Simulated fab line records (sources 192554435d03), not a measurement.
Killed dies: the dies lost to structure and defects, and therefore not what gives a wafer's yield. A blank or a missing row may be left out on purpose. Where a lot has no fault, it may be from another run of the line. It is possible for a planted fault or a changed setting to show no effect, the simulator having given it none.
A struck lot beside a sound one | flow n5 finfet | 23 out of 1938 route steps
Sound: the wafers L633.1, L633.3, L633.4. The struck wafers were L629.3, L629.5, L629.6. Last of all comes the cause.
For every step that has rows: the tool of each side, followed by ch and its chambers, followed by its first start. Under that, the readings that differ: sound wafers | struck wafers | difference of the means | sigmas: that difference in standard deviations of wafers without a fault.
alike: same words and numbers on both sides, and readings whose means sit less than 2 such deviations apart. not compared: any withheld reading, any reading some wafer has no value for, any bound like >300 that may hide the same value, and any number with overlapping values for which the record gives no deviation.
The two part at a step that has a row with sigmas, a row that says differs or no value, or rows on one side only. Numbers that don't overlap but have no deviation are shown without sigmas and don't part them. A reading that every wafer of one side lacks parts them only if that side has two wafers or more.

first, 11 steps without rows for these wafers: N5_BEOL_M3_DESCUM_16 (chemistry O2, time 7 s); N5_BEOL_M3_ETCH_74 (etches underlayer in N2/H2, target depth 6.5 nm, time 5.2 s); N5_BEOL_M3_ETCH_63 (etches SiARC in CF4, target depth 15.6 nm, time 26 s); N5_BEOL_M3_ETCH_64 (etches SOC in N2/H2, target depth 75 nm, overetch 15 nm, time 112.5 s); N5_BEOL_M3_STRIP_65 (strips in N2/H2); N5_BEOL_M3_STRIP_75 (strips in N2/H2); N5_BEOL_M3_STRIP_66 (strips in CF4); N5_BEOL_M3_HM_OPEN_17 (chemistry Cl2/BCl3, target TiN, target depth 20 nm, overetch 6 nm); N5_BEOL_M3_STRIP_19 (strips in O2); N5_BEOL_M3_COAT_67 (time 60 s, resist thk 60 nm); N5_BEOL_M3_COAT_68 (time 60 s, resist thk 12 nm).
N5_BEOL_M3_COAT_76: time 60 s, resist thk 5 nm.
  sound on litho track-03 ch 0, day 12 22:18; struck on litho track-02 ch 0, day 11 15:23
  reading              | sound                | struck               | difference | sigmas
  spin speed rpm (rpm) | 1500.5 1500.1 1499.5 | 1549.3 1548.8 1548.5 | +48.8      | +58
then, 7 steps without rows for these wafers: N5_BEOL_M3_COAT_22 (resist thk 30 nm); N5_BEOL_M3_EBR_24; N5_BEOL_M3_SOFTBAKE_23 (time 60 s); N5_BEOL_M3_EXPOSE_25 (exposes mask V2, defocus 5 nm); N5_BEOL_M3_PEB_26 (peb time 60 s); N5_BEOL_M3_DEVELOP_27 (develop time 30 s); N5_BEOL_M3_DESCUM_33 (chemistry O2, time 7 s).
N5_BEOL_M3_ETCH_77: etches underlayer in N2/H2, target depth 6.5 nm, time 5.2 s.
  sound on rie diel-06 ch 0,1, day 12 22:52; struck on rie diel-03 ch 1,2,3, day 11 15:49
  reading                  | sound             | struck            | difference | sigmas
  model.etch.depth nm (nm) | 4.971 4.951 4.965 | 4.916 4.901 4.902 | -0.056     |
  alike: drypump motor current A, etch rf on time s, oes product au, rf vpp V, showerhead plenum p Torr, throttle valve pct
  not compared: rf hours counter h
then, 1 step without rows for these wafers: N5_BEOL_M3_ETCH_69 (etches SiARC in CF4, target depth 15.6 nm, time 26 s).
N5_BEOL_M4_RC_MEAS_101:
  sound on prober-01 ch 0, day 13 21:16; struck on prober-02 ch 0, day 13 13:59
  reading       | sound          | struck         | difference | sigmas
  SS_P (mV/dec) | 72.0 73.8 72.9 | 75.3 74.9 74.7 | +2.1       | +2
  alike: DIBL_N, DIBL_P, IOFF_N, IOFF_P, ION_N, ION_P, SS_N, VT_N, VT_P
-- here the record skips 4 days between the struck wafers' starts before and after, leaving off in module BEOL_M4 and picking up in module PASSIVATION (first step shown: number 1936 of the route) --
N5_PASSIVATION_PROBE_49:
  sound on prober-01, day 18 06:04; struck on prober-01, day 18 01:22
  alike: defect limited yield, killed_at_M0_to_M3, killed_at_M4_up, killed at contacts, killed at front end, killed at other, killed dies, killed open, killed short, sort_bin_4_leakage, sort_bin_5_function, sort_bin_6_memory, sort n pass, sort yield pct

WHERE THEY PART
First at N5_BEOL_M3_COAT_76; last, within this record, at N5_BEOL_M4_RC_MEAS_101. Later steps at which nothing parts them and some readings are alike: N5_PASSIVATION_PROBE_49.

WHY: whatever the simulator had introduced
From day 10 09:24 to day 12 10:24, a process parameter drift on litho track-02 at N5_BEOL_M3_COAT_76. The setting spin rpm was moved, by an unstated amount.
